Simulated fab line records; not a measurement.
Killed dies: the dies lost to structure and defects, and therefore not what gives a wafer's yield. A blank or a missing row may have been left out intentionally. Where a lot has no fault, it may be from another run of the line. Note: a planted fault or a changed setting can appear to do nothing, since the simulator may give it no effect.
Struck lot and sound lot, side by side ; flow nand_harc ; 17 out of 1302 route steps
Sound: the wafers L998.3, L998.4, L998.6. Wafers L986.1, L986.2, L986.6 were the ones struck. Last of all comes the cause.
Each step with rows lists, per side, the tool, then ch with its chambers, then its first start. Under that, the readings that differ: sound wafers ; struck wafers ; difference of the means ; sigmas: that difference in standard deviations of wafers without a fault.
alike: a reading whose means differ by less than 2 such deviations, as well as words and numbers matching on both sides. not compared: withheld readings; readings where some wafer has no value; bounds like >300 that might hide an equal value; numbers whose values overlap and for which the record gives no deviation.
A row with sigmas, a row that says differs or no value, or rows on one side alone: a step with any of these is where the two part. Non-overlapping numbers with no deviation appear without sigmas and do not part them. A reading missing from all wafers of one side parts the sides only when that side holds two or more wafers.

NHARC_A_CONTACT_ETCH_106: etches the open film in CF4/O2, target depth 90 nm, overetch 9 nm, time 49.5 s.
  sound on rie_diel-01 ch 1,2, day 29 08:08; struck on rie_diel-11 ch 0,1,3, day 25 16:56
  alike: drypump_motor_current_A, oes_product_au, rf_vpp_V, showerhead_plenum_p_Torr, throttle_valve_pct
  not compared: rf_hours_counter_h
NHARC_A_CONTACT_STRIP_82: strips in O2.
  sound on rie_diel-01 ch 1,2,3; struck on rie_diel-11 ch 2,3
  alike: drypump_motor_current_A, oes_product_au, rf_vpp_V, showerhead_plenum_p_Torr, throttle_valve_pct
  not compared: rf_hours_counter_h
then, 1 step without rows for these wafers: NHARC_A_CONTACT_STRIP_83 (strips in post etch residue remover, time 600 s).
NHARC_A_CONTACT_DEP_84: deposits aC, target thk 2800 nm.
  sound on acl_dep-01 ch 0, day 29 09:23; struck on acl_dep-02 ch 0, day 25 18:44
  alike: throttle_valve_pct
NHARC_A_CONTACT_DEP_85: deposits SiON, target thk 60 nm.
  sound on pecvd-02 ch 0,1, day 29 10:39; struck on pecvd-03 ch 1,2, day 25 20:31
  alike: heater_power_w
then, 7 steps without rows for these wafers: NHARC_A_CONTACT_DEHYDRATE_00 (time 120 s); NHARC_A_CONTACT_HMDS_01 (time 30 s); NHARC_A_CONTACT_COAT_86 (time 75 s); NHARC_A_CONTACT_COAT_87 (time 65 s); NHARC_A_CONTACT_COAT_02 (resist thk 90 nm); NHARC_A_CONTACT_SOFTBAKE_03 (time 55 s); NHARC_A_CONTACT_EBR_04.
NHARC_A_CONTACT_EXPOSE_05: exposes mask A CC.
  sound on arfi_scanner-03 ch 0, day 29 11:14; struck on arfi_scanner-02 ch 0, day 25 21:04
reading;sound;struck;difference;sigmas
exposure_dose_mJ_cm2;84.25 84.25 84.20;87.80 87.94 87.80;+3.61;+44
  alike: mask, focus_offset_nm, reticle_temp_C
then, 2 steps without rows for these wafers: NHARC_A_CONTACT_PEB_06 (peb time 65 s); NHARC_A_CONTACT_DEVELOP_07 (develop time 35 s).
NHARC_A_CONTACT_CD_MEAS_08: target cd 200 nm.
  sound on cd_sem-02 ch 0, day 29 11:23; struck on cd_sem-03 ch 0, day 25 21:13
reading;sound;struck;difference;sigmas
cd_nm (nm);200.4 200.1 200.6;203.2 203.0 203.5;+2.9;+5
NHARC_A_CONTACT_OVL_MEAS_09:
  sound: overlay-01 at day 29 11:28; struck: overlay-02 at day 25 21:18
  alike: overlay_x_nm, overlay_y_nm

== WHERE THEY PART ==
First at NHARC_A_CONTACT_EXPOSE_05; last, within this record, at NHARC_A_CONTACT_CD_MEAS_08. Later steps at which nothing parts them and some readings are alike: NHARC_A_CONTACT_OVL_MEAS_09.

WHY: what the simulator had put in
Process parameter drift: arfi_scanner-02, from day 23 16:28 on, at NHARC_A_CONTACT_EXPOSE_05. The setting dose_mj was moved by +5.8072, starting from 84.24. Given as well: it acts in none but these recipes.
